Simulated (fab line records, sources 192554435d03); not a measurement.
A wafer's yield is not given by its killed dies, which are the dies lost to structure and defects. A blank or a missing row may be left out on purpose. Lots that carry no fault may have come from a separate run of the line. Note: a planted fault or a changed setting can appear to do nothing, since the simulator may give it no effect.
What tool caused it?	flow n5_finfet	22 lots, 66 wafers sampled, at 6 steps of a route of 1938

WHAT THE GAUGES READ, wafer by wafer
No reading from a measuring or inspecting step in the record can be judged against a usual standard deviation.

WHICH TOOL RAN EACH LOT (tool, then ch and the chambers of the sampled wafers, then the start)
lot	N5_STI_FIN_REVEAL_ALD_00	N5_STI_FIN_REVEAL_CMP_04	N5_STI_FIN_REVEAL_RECESS_09	N5_DUMMY_GATE_STRIP_41	N5_DUMMY_GATE_ETCH_32	N5_SD_EPI_N_ETCH_34
L074	ald_sin-01 ch 0,1,2, day 2 06:28	cmp-01 ch 0,1,3, day 2 11:34	vapor_etch-02 ch 0,1, day 2 12:21	rie_diel-02 ch 0,1,3, day 3 01:19	rie_si-01 ch 1,2,3, day 3 01:31	rie_diel-06 ch 1,2,3, day 3 03:39
L075	ald_sin-03 ch 0,2,3, day 2 13:04	cmp-01 ch 0,2,3, day 2 18:45	vapor_etch-01 ch 0,1, day 2 19:32	rie_diel-02 ch 0,1,3, day 3 08:53	rie_si-04 ch 0,1,3, day 3 09:05	rie_diel-06 ch 0,1,2, day 3 10:44
L076	ald_sin-01 ch 0,1,2, day 2 15:49	cmp-02 ch 0,2,3, day 2 20:56	vapor_etch-02 ch 0, day 2 21:47	rie_diel-01 ch 0,1,3, day 3 14:28	rie_si-02 ch 1,2, day 3 14:40	rie_diel-05 ch 0,2,3, day 3 16:10
L077	ald_sin-04 ch 2,3, day 3 00:15	cmp-03 ch 1,2, day 3 05:59	vapor_etch-01 ch 0,1, day 3 06:45	rie_diel-03 ch 1,2,3, day 3 18:49	rie_si-01 ch 2,3, day 3 19:01	rie_diel-05 ch 0,1, day 3 21:13
L078	ald_sin-01 ch 0,1, day 3 04:38	cmp-03 ch 1,2,3, day 3 09:49	vapor_etch-01 ch 0,1, day 3 10:45	rie_diel-03 ch 0,3, day 3 23:13	rie_si-02 ch 0,3, day 3 23:25	rie_diel-06 ch 0,3, day 4 01:05
L080	ald_sin-01 ch 0,1,2, day 3 17:22	cmp-03 ch 0,1,3, day 3 22:27	vapor_etch-01 ch 0,1, day 4 00:02	rie_diel-03 ch 0,1,2, day 4 11:50	rie_si-01 ch 2,3, day 4 12:02	rie_diel-04 ch 0,1,2, day 4 13:48
L081	ald_sin-01 ch 0,1,3, day 3 23:20	cmp-02 ch 0,2,3, day 4 04:38	vapor_etch-02 ch 0,1, day 4 05:35	rie_diel-03 ch 0,1,3, day 4 17:28	rie_si-02 ch 0,1,2, day 4 17:40	rie_diel-04 ch 2,3, day 4 19:40
L082	ald_sin-01 ch 0,2,3, day 4 03:56	cmp-01 ch 0,3, day 4 09:04	vapor_etch-01 ch 0,1, day 4 10:27	rie_diel-03 ch 1,2, day 4 21:49	rie_si-04 ch 0,3, day 4 22:01	rie_diel-04 ch 0,1,2, day 5 01:38
L083	ald_sin-01 ch 0,3, day 4 10:59	cmp-02 ch 0,3, day 4 16:43	vapor_etch-02 ch 0,1, day 4 17:52	rie_diel-02 ch 0,1, day 5 05:53	rie_si-04 ch 0,1,3, day 5 06:05	rie_diel-06 ch 0,1,3, day 5 08:07
L084	ald_sin-03 ch 0,2,3, day 4 18:19	cmp-01 ch 1,2, day 5 00:44	vapor_etch-01 ch 0,1, day 5 01:29	rie_diel-03 ch 2,3, day 5 14:04	rie_si-02 ch 0,1, day 5 14:16	rie_diel-05 ch 1,2, day 5 16:05
L085	ald_sin-04 ch 0,1,2, day 5 00:04	cmp-01 ch 0,2,3, day 5 05:09	vapor_etch-02 ch 0,1, day 5 06:02	rie_diel-01 ch 0,1, day 5 18:45	rie_si-01 ch 0,1,2, day 5 18:57	rie_diel-04 ch 1,2,3, day 5 20:26
L086	ald_sin-03 ch 0,1,3, day 5 07:38	cmp-02 ch 1,2,3, day 5 12:44	vapor_etch-02 ch 0,1, day 5 13:31	rie_diel-03 ch 0,2,3, day 6 05:08	rie_si-01 ch 0,1,2, day 6 05:20	rie_diel-05 ch 1,2,3, day 6 07:04
L087	ald_sin-03 ch 0,3, day 5 11:46	cmp-03 ch 0,3, day 5 17:37	vapor_etch-01 ch 0,1, day 5 19:01	rie_diel-02 ch 0,3, day 6 06:27	rie_si-02 ch 1,2, day 6 06:39	rie_diel-05 ch 0,1, day 6 08:47
L088	ald_sin-04 ch 0,2,3, day 5 18:35	cmp-03 ch 1,2, day 5 23:41	vapor_etch-01 ch 0,1, day 6 01:01	rie_diel-02 ch 0,3, day 6 13:31	rie_si-01 ch 0,1,3, day 6 13:43	rie_diel-05 ch 0,3, day 6 15:25
L089	ald_sin-01 ch 0,1,3, day 5 22:26	cmp-02 ch 1,2,3, day 6 03:32	vapor_etch-01 ch 0,1, day 6 04:19	rie_diel-01 ch 0,1,3, day 6 16:44	rie_si-04 ch 0,1,3, day 6 16:56	rie_diel-05 ch 0,1,3, day 6 18:50
L090	ald_sin-03 ch 0,2,3, day 6 05:51	cmp-03 ch 0,1,3, day 6 10:56	vapor_etch-02 ch 0,1, day 6 11:44	rie_diel-02 ch 1,2,3, day 6 23:44	rie_si-02 ch 0,1, day 6 23:57	rie_diel-04 ch 0,2, day 7 02:04
L092	ald_sin-03 ch 0,1,3, day 6 17:28	cmp-02 ch 0,1, day 6 22:38	vapor_etch-01 ch 0,1, day 6 23:58	rie_diel-01 ch 0,1, day 7 11:32	rie_si-02 ch 1,2,3, day 7 11:44	rie_diel-05 ch 1,2,3, day 7 13:20
L093	ald_sin-01 ch 0,1,2, day 6 23:02	cmp-01 ch 0,1,3, day 7 04:10	vapor_etch-01 ch 0,1, day 7 05:52	rie_diel-01 ch 0,1,2, day 7 17:26	rie_si-02 ch 0,1,3, day 7 17:38	rie_diel-06 ch 1,3, day 7 19:35
L094	ald_sin-04 ch 0,1,3, day 7 05:19	cmp-01 ch 0,2,3, day 7 10:27	vapor_etch-01 ch 1, day 7 11:12	rie_diel-03 ch 1,2,3, day 7 23:10	rie_si-04 ch 1,3, day 7 23:22	rie_diel-04 ch 1,3, day 8 00:59
L095	ald_sin-04 ch 0,2,3, day 7 10:42	cmp-02 ch 0,1,3, day 7 15:50	vapor_etch-02 ch 0,1, day 7 16:36	rie_diel-03 ch 0,1,2, day 8 04:36	rie_si-04 ch 0,1,2, day 8 04:48	rie_diel-04 ch 2,3, day 8 06:20
L096	ald_sin-01 ch 0,2, day 7 18:19	cmp-01 ch 0,1, day 7 23:28	vapor_etch-01 ch 0,1, day 8 00:13	rie_diel-03 ch 2,3, day 8 12:23	rie_si-01 ch 0,1,3, day 8 12:35	rie_diel-04 ch 1,2, day 8 16:29
L097	ald_sin-01 ch 0,2,3, day 7 23:03	cmp-01 ch 0,1,3, day 8 04:13	vapor_etch-01 ch 0,1, day 8 05:27	rie_diel-01 ch 0,2, day 8 17:21	rie_si-04 ch 2,3, day 8 17:33	rie_diel-05 ch 0,1, day 8 19:09
- N5_STI_FIN_REVEAL_ALD_00: deposits SiO2, target thk 1 nm, pulse time 1 s.
- N5_STI_FIN_REVEAL_CMP_04: polishes, stops on Si3N4, t overpolish 4 s, target thk 131.83 nm.
- N5_STI_FIN_REVEAL_RECESS_09: chemistry HF/NH3, target SiO2, afs cycles 11, target depth 42.5 nm, sublimation time 60 s.
- N5_DUMMY_GATE_STRIP_41: strips in O2.
- N5_DUMMY_GATE_ETCH_32: etches SiO2 in CF4, target depth 3.5 nm, time 3.9 s.
- N5_SD_EPI_N_ETCH_34: etches SiARC in CF4, target depth 45.5 nm, time 75.8 s.

AS READ BY THE TOOLS THEMSELVES (means over the sampled wafers that have a number; for cases with no such wafer, the mark the record gives instead)
N5_STI_FIN_REVEAL_ALD_00. Usual: heater_power_w 459 W, standard deviation 46; precursor_pulse_height_rel 0.998, standard deviation 0.02.
lot	tool	heater_power_w (W)	precursor_pulse_height_rel	flag
L074	ald_sin-01	425	0.998	
L075	ald_sin-03	474	1.008	
L076	ald_sin-01	430	1.015	
L077	ald_sin-04	477	0.980	
L078	ald_sin-01	450	1.001	
L080	ald_sin-01	434	1.007	
L081	ald_sin-01	438	0.993	
L082	ald_sin-01	419	0.997	
L083	ald_sin-01	426	0.992	
L084	ald_sin-03	473	1.008	
L085	ald_sin-04	507	1.034	
L086	ald_sin-03	469	1.000	
L087	ald_sin-03	450	0.997	
L088	ald_sin-04	502	0.999	
L089	ald_sin-01	442	0.982	
L090	ald_sin-03	478	1.000	
L092	ald_sin-03	471	0.978	
L093	ald_sin-01	433	0.979	
L094	ald_sin-04	504	0.999	
L095	ald_sin-04	501	0.998	
L096	ald_sin-01	416	0.998	
L097	ald_sin-01	426	0.998	

N5_STI_FIN_REVEAL_CMP_04. Usual: edge_zone_pressure_frac 1.000, standard deviation 0.005; motor_current_A 8.2 A, standard deviation 0.58; overpolish_run_s 4.000 s, standard deviation 0.0089; time_to_endpoint_s 104 s, standard deviation 4.5.
lot	tool	edge_zone_pressure_frac	motor_current_A (A)	overpolish_run_s (s)	time_to_endpoint_s (s)	flag
L074	cmp-01	0.997	8.0	3.999	104	
L075	cmp-01	1.001	8.0	3.993	102	
L076	cmp-02	0.997	8.2	3.996	99	
L077	cmp-03	1.003	8.3	3.992	111	
L078	cmp-03	1.001	8.4	3.996	107	
L080	cmp-03	0.994	8.2	4.003	105	
L081	cmp-02	0.993	8.3	4.000	101	
L082	cmp-01	0.996	7.4	3.995	100	
L083	cmp-02	0.998	8.3	4.012	96	
L084	cmp-01	1.001	8.9	4.001	109	
L085	cmp-01	0.996	8.1	4.005	107	
L086	cmp-02	0.999	8.4	3.990	98	
L087	cmp-03	1.003	8.6	4.000	101	
L088	cmp-03	0.996	8.3	4.003	103	
L089	cmp-02	0.995	8.0	4.003	100	
L090	cmp-03	1.002	8.0	3.997	99	
L092	cmp-02	0.996	8.1	3.996	102	
L093	cmp-01	1.005	7.7	4.004	105	
L094	cmp-01	1.006	8.2	4.000	110	
L095	cmp-02	0.999	8.2	4.009	101	
L096	cmp-01	1.000	7.7	4.012	104	
L097	cmp-01	0.998	8.1	3.998	102	

N5_STI_FIN_REVEAL_RECESS_09. Usual: drypump_motor_current_A reads 5.6 A (standard deviation 0.74).
lot	tool	drypump_motor_current_A (A)	flag
L074	vapor_etch-02	5.4	
L075	vapor_etch-01	6.0	
L076	vapor_etch-02	5.1	
L077	vapor_etch-01	5.4	
L078	vapor_etch-01	5.4	
L080	vapor_etch-01	5.4	
L081	vapor_etch-02	5.7	
L082	vapor_etch-01	5.9	
L083	vapor_etch-02	5.7	
L084	vapor_etch-01	5.4	
L085	vapor_etch-02	5.4	
L086	vapor_etch-02	5.7	
L087	vapor_etch-01	5.9	
L088	vapor_etch-01	5.4	
L089	vapor_etch-01	5.4	
L090	vapor_etch-02	5.5	
L092	vapor_etch-01	5.4	
L093	vapor_etch-01	5.4	
L094	vapor_etch-01	6.5	
L095	vapor_etch-02	5.4	
L096	vapor_etch-01	6.0	
L097	vapor_etch-01	5.4	

N5_DUMMY_GATE_STRIP_41. Usual: chamber_pressure_mTorr 30.001 mTorr, standard deviation 0.026; drypump_motor_current_A 5.6 A, standard deviation 0.5; oes_product_au 0.78 a.u., standard deviation 0.064; rf_vpp_V 3.7 V, standard deviation 0.47; showerhead_plenum_p_Torr 2.13 Torr, standard deviation 0.082; throttle_valve_pct 16.71 %, standard deviation 0.2.
lot	tool	chamber_pressure_mTorr (mTorr)	drypump_motor_current_A (A)	oes_product_au (a.u.)	rf_vpp_V (V)	showerhead_plenum_p_Torr (Torr)	throttle_valve_pct (%)	flag
L074	rie_diel-02	30.025	5.3	0.82	3.5	2.10	16.50	
L075	rie_diel-02	30.002	5.3	0.80	3.1	2.10	16.50	
L076	rie_diel-01	30.007	5.7	0.83	3.5	2.18	16.78	
L077	rie_diel-03	30.014	5.8	0.79	3.7	2.17	16.63	
L078	rie_diel-03	30.009	5.5	0.78	3.4	2.14	16.81	
L080	rie_diel-03	30.012	5.6	0.77	3.4	2.13	16.73	
L081	rie_diel-03	29.985	5.5	0.77	4.3	2.14	16.81	
L082	rie_diel-03	30.008	6.0	0.76	4.1	2.16	16.56	
L083	rie_diel-02	29.991	5.2	0.75	3.9	2.06	16.65	
L084	rie_diel-03	30.007	6.0	0.78	3.7	2.19	16.58	
L085	rie_diel-01	29.983	5.9	0.84	3.6	2.22	16.80	
L086	rie_diel-03	29.968	5.8	0.77	3.8	2.15	16.68	
L087	rie_diel-02	29.993	5.4	0.80	3.5	2.12	16.70	
L088	rie_diel-02	29.976	5.4	0.79	3.4	2.12	16.70	
L089	rie_diel-01	30.011	5.7	0.79	3.7	2.17	16.83	
L090	rie_diel-02	30.011	5.5	0.80	3.7	2.05	16.60	
L092	rie_diel-01	29.993	6.1	0.76	3.0	2.20	16.82	
L093	rie_diel-01	30.019	5.6	0.85	3.6	2.21	16.71	
L094	rie_diel-03	30.006	5.8	0.76	3.5	2.16	16.68	
L095	rie_diel-03	29.980	5.6	0.74	3.6	2.12	16.76	
L096	rie_diel-03	30.011	6.0	0.76	3.6	2.18	16.63	
L097	rie_diel-01	30.006	5.3	0.86	3.6	2.21	16.61	

N5_DUMMY_GATE_ETCH_32. Usual: chamber_pressure_mTorr 10.001 mTorr, standard deviation 0.0092; drypump_motor_current_A 5.6 A, standard deviation 0.43; oes_product_au 1.002 a.u., standard deviation 0.022; throttle_valve_pct 21.76 %, standard deviation 0.26.
lot	tool	chamber_pressure_mTorr (mTorr)	drypump_motor_current_A (A)	oes_product_au (a.u.)	throttle_valve_pct (%)	flag
L074	rie_si-01	10.009	5.1	1.005	21.67	
L075	rie_si-04	9.990	5.9	1.014	21.86	
L076	rie_si-02	10.003	6.1	1.006	21.79	
L077	rie_si-01	9.989	5.1	1.013	21.65	
L078	rie_si-02	9.997	5.5	0.982	21.77	
L080	rie_si-01	10.008	5.1	1.019	21.64	
L081	rie_si-02	10.001	5.9	0.998	21.71	
L082	rie_si-04	10.004	5.7	1.012	21.72	
L083	rie_si-04	10.008	5.9	1.019	21.85	
L084	rie_si-02	9.999	5.7	0.998	21.65	
L085	rie_si-01	10.006	5.0	1.001	21.91	
L086	rie_si-01	10.006	5.0	0.999	21.92	
L087	rie_si-02	10.000	6.1	1.023	21.62	
L088	rie_si-01	9.991	5.1	0.995	21.91	
L089	rie_si-04	10.003	5.8	1.008	21.85	
L090	rie_si-02	10.000	5.8	1.012	21.55	
L092	rie_si-02	9.999	5.9	1.011	21.73	
L093	rie_si-02	10.009	5.7	1.005	21.67	
L094	rie_si-04	9.996	5.8	1.021	21.98	
L095	rie_si-04	10.006	5.9	0.986	21.62	
L096	rie_si-01	10.003	5.1	0.992	21.91	
L097	rie_si-04	10.002	5.6	0.980	21.52	

N5_SD_EPI_N_ETCH_34. Usual: chamber_pressure_mTorr 39.99 mTorr, standard deviation 0.039; drypump_motor_current_A 5.7 A, standard deviation 0.55; etch_rf_on_time_s 75.1 s, standard deviation 2.4; oes_product_au 0.66 a.u., standard deviation 0.059; rf_vpp_V 183.8 V, standard deviation 1.2; showerhead_plenum_p_Torr 2.13 Torr, standard deviation 0.065; throttle_valve_pct 15.71 %, standard deviation 0.14.
lot	tool	chamber_pressure_mTorr (mTorr)	drypump_motor_current_A (A)	etch_rf_on_time_s (s)	oes_product_au (a.u.)	rf_vpp_V (V)	showerhead_plenum_p_Torr (Torr)	throttle_valve_pct (%)	flag
L074	rie_diel-06	39.98	5.4	75.5	0.62	184.0	2.09	15.75	
L075	rie_diel-06	39.97	5.9	75.5	0.62	184.0	2.10	15.71	
L076	rie_diel-05	39.97	5.9	74.5	0.69	184.2	2.14	15.58	
L077	rie_diel-05	40.02	5.8	75.0	0.66	182.6	2.10	15.82	
L078	rie_diel-06	40.01	5.6	77.1	0.59	183.4	2.11	15.75	
L080	rie_diel-04	40.00	5.5	76.2	0.70	185.3	2.22	15.68	
L081	rie_diel-04	40.00	4.9	75.5	0.64	183.1	2.12	15.73	
L082	rie_diel-04	40.01	5.6	76.1	0.69	185.6	2.22	15.70	
L083	rie_diel-06	40.03	5.7	76.3	0.60	182.3	2.06	15.76	
L084	rie_diel-05	40.03	6.4	73.1	0.69	184.0	2.11	15.60	
L085	rie_diel-04	39.95	5.2	76.0	0.68	184.6	2.15	15.73	
L086	rie_diel-05	39.98	6.0	73.6	0.67	183.7	2.10	15.65	
L087	rie_diel-05	39.96	5.9	74.6	0.65	183.5	2.09	15.86	
L088	rie_diel-05	40.00	5.5	73.9	0.66	184.1	2.13	15.67	
L089	rie_diel-05	40.00	5.7	73.2	0.65	183.2	2.09	15.77	
L090	rie_diel-04	40.00	5.2	78.0	0.62	185.3	2.22	15.71	
L092	rie_diel-05	39.98	6.0	73.1	0.67	184.1	2.10	15.65	
L093	rie_diel-06	39.98	5.3	74.2	0.74	182.9	2.06	15.50	
L094	rie_diel-04	39.98	5.1	75.1	0.67	183.6	2.10	15.80	
L095	rie_diel-04	40.00	4.9	78.1	0.60	183.5	2.16	15.75	
L096	rie_diel-04	40.00	5.2	77.8	0.64	184.6	2.20	15.74	
L097	rie_diel-05	39.99	6.0	73.9	0.63	182.3	2.06	15.93	

THE ANSWER, worked out from the rows above alone
Rule: take the mean of a lot's wafers that have a number; if it is more than 3 standard deviations from the usual mean, the lot is off. A lot without any number at a reading at which 4 lots or more have one is off too. The other lots that the step has rows for count as sound. First the gauges in route order, then the tools' own readings, where a lot's mean is used as printed above. The first step at which some lot is off is used, and at that step the reading that is off furthest; a lot without a number counts as furthest.
Nothing can be told from this: no lot is off at any reading shown.

WHAT THE SIMULATOR HAD INSERTED
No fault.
